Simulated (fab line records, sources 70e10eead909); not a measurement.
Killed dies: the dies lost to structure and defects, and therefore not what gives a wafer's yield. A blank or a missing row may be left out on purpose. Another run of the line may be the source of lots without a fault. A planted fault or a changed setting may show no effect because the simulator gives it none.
Chamber matching ; flow nand harc ; 3 sister chambers for NHARC_A_M0_PRE_CLEAN_31 on pecvd-03
The step time 12 s. 6 wafers are shown with their chamber, then 7 later ones without.

## WAFERS PAIRED WITH THEIR CHAMBERS
wafer;chamber;heater power w (W)
L077.2;2;756
L079.2;1;554
L079.4;1;536
L079.6;0;697
L086.1;2;749
L086.2;0;637

## WAFERS WHOSE CHAMBER IS MISSING
wafer;heater power w (W)
L086.4;627
L091.1;599
L091.2;789
L091.3;744
L095.1;657
L095.2;779
L095.3;633

## WHICH CHAMBER EACH WENT THROUGH
wafer;from the rows above;in truth
L086.4;can't be placed: 0 or 1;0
L091.1;can't be placed: 1 or 0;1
L091.2;2;2
L091.3;2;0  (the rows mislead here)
L095.1;0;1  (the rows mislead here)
L095.2;2;2
L095.3;0;0
Correctly placed: 3 of 7. Cannot be placed on the basis of these rows: 2; the candidates contain the true chamber in 2. Placed wrongly: 2.
How it was worked out, from the rows above alone: a wafer's distance from a chamber is the root of the sum, over the readings, of the square of ((its reading less the chamber's mean) divided by the reading's scatter). If the next closest chamber is less than 2 further off than the closest, the wafer can't be placed; otherwise it belongs to the closest. A chamber's mean is the mean of its shown wafers. The scatter: the root of (the sum of the squares of (reading less its chamber's mean) over the shown wafers, divided by (wafers less chambers)).
